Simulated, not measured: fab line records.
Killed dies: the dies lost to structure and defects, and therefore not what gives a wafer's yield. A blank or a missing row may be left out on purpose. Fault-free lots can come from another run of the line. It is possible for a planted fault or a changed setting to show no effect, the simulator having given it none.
Which tool did it?	flow nand harc	15 lots, 43 wafers sampled, at 4 steps of a route of 1159

WHAT THE GAUGES READ, wafer by wafer
NHARC_A_ONON_D1_THK_MEAS_11: measures by ellipsometry.
lot	measured	on	thk nm (nm)
L268	day 8 06:04	film metro-01	1007 1007 1008
L267	day 8 06:03	film metro-02	995 995 995
L270	day 8 15:50	film metro-02	995 995 996
L269	day 8 15:58	film metro-02	1001 999 999
L271	day 8 21:09	film metro-02	1008 1009 1008
L273	day 9 06:47	film metro-01	999 999 999
L275	day 9 16:15	film metro-02	1003 1003 1002
L274	day 9 21:06	film metro-02	1018 1016 1016
L278	day 10 21:04	film metro-02	991 990 990
L281	day 11 13:41	film metro-02	985 666
L283	day 11 17:18	film metro-02	994 673 673
L285	day 12 00:46	film metro-01	1003 1003 1004
L284	day 12 00:52	film metro-02	1010 691
L288	day 12 18:25	film metro-01	1021 1021 1023
L289	day 13 10:58	film metro-01	1003 1004 1002

NHARC_END_SORT_01.
lot	measured	on	killed at array	killed at other	killed at periphery	killed dies	killed open	killed short
L281	day 23 18:50	prober-01	16 674	0 0	3 3	19 677	2 5	2 3
L283	day 23 10:17	prober-01	30 674 675	2 1 0	5 2 2	37 677 677	5 3 1	5 1 1
L284	day 24 03:47	prober-02	15 671	1 0	6 6	22 677	2 3	2 1

WHAT TOOL EACH LOT RAN ON (gives the tool, then ch and the chambers of the sampled wafers, and finally the start)
lot	NHARC_P_BONDPAD_PVD_17	NHARC_A_ONON_D1_DEP_09
L268	pvd sputter-01, day 8 05:37 or earlier	pecvd onon-03 ch 0, day 8 05:37
L267	pvd sputter-01, day 8 05:40 or earlier	pecvd onon-02 ch 0, day 8 05:40
L270	pvd sputter-03, day 8 15:26 or earlier	pecvd onon-04 ch 0, day 8 15:26
L269	pvd sputter-02, day 8 15:34 or earlier	pecvd onon-03 ch 0, day 8 15:34
L271	pvd sputter-02, day 8 20:42 or earlier	pecvd onon-02 ch 0, day 8 20:42
L273	pvd sputter-01, day 9 06:16 or earlier	pecvd onon-02 ch 0, day 9 06:16
L275	pvd sputter-03, day 9 15:47 or earlier	pecvd onon-04 ch 0, day 9 15:47
L274	pvd sputter-03, day 9 20:38 or earlier	pecvd onon-04 ch 0, day 9 20:38
L278	pvd sputter-02, day 10 20:37 or earlier	pecvd onon-02 ch 0, day 10 20:37
L281	pvd sputter-01, day 11 13:14 or earlier	pecvd onon-04 ch 0, day 11 13:14
L283	pvd sputter-01, day 11 16:48 or earlier	pecvd onon-04 ch 0, day 11 16:48
L285	pvd sputter-01, day 12 00:18 or earlier	pecvd onon-02 ch 0, day 12 00:18
L284	pvd sputter-03, day 12 00:21 or earlier	pecvd onon-04 ch 0, day 12 00:21
L288	pvd sputter-02, day 12 17:54 or earlier	pecvd onon-02 ch 0, day 12 17:54
L289	pvd sputter-03, day 13 10:30 or earlier	pecvd onon-03 ch 0, day 13 10:30
- NHARC_P_BONDPAD_PVD_17: deposits TaN, target thk 5 nm, time 8.06 s.
- NHARC_A_ONON_D1_DEP_09: target thk 1000 nm.

AS READ BY THE TOOLS THEMSELVES (means over the sampled wafers that have a number; for cases with no such wafer, the mark the record gives instead)
NHARC_P_BONDPAD_PVD_17.
lot	tool	chamber pressure pa (Pa)	throttle valve pct (%)
L268	pvd sputter-01	0.11974	30.0
L267	pvd sputter-01	0.11978	28.8
L270	pvd sputter-03	0.11989	29.7
L269	pvd sputter-02	0.12021	30.6
L271	pvd sputter-02	0.11981	30.2
L273	pvd sputter-01	0.11979	30.1
L275	pvd sputter-03	0.12006	29.9
L274	pvd sputter-03	0.11999	30.4
L278	pvd sputter-02	0.12031	31.4
L281	pvd sputter-01	0.12006	30.9
L283	pvd sputter-01	0.12010	29.8
L285	pvd sputter-01	0.11997	30.2
L284	pvd sputter-03	0.11992	30.2
L288	pvd sputter-02	0.11992	30.6
L289	pvd sputter-03	0.11987	29.9

THE ANSWER, worked out from the rows above alone
Rule: what is usual is taken from the lots themselves. Put in order of their means at a reading, lots are off if they are a third of the lots or fewer, leave a main group of 4 or more, and stand apart from it by a gap of 3 or more times the standard deviation of the main group's means; of several such gaps the widest counts. A main group is skipped when, at the precision printed for the reading in the tables above, its means are all equal. Also off: a lot with no number at a reading for which 4 or more lots have one. Where the step has rows for the other lots, those lots are counted as sound. Order of review: gauges by route order, followed by the tools' own readings, for which a lot's mean as printed above is used. At the first step where some lot is off, the reading lying furthest off is the one used; lots without a number count as furthest.
Off, at NHARC_A_ONON_D1_THK_MEAS_11 on thk nm: L281, L283, L284. Mean 1004 nm and standard deviation 8.6 in the main group.
A tool fits if, at a process step before that reading, it ran every lot that is off, and no sound lot after the first of them. Gauges at NHARC_A_ONON_D1_THK_MEAS_11: tried the same way as those tools. With no start given for some of its lots, NHARC_P_BONDPAD_PVD_17 uses the hours and lot order of NHARC_A_ONON_D1_DEP_09. Can't be told from this: 2 tools fit, pecvd onon-04 at NHARC_A_ONON_D1_DEP_09, film metro-02 at NHARC_A_ONON_D1_THK_MEAS_11.

WHAT THE SIMULATOR PUT IN
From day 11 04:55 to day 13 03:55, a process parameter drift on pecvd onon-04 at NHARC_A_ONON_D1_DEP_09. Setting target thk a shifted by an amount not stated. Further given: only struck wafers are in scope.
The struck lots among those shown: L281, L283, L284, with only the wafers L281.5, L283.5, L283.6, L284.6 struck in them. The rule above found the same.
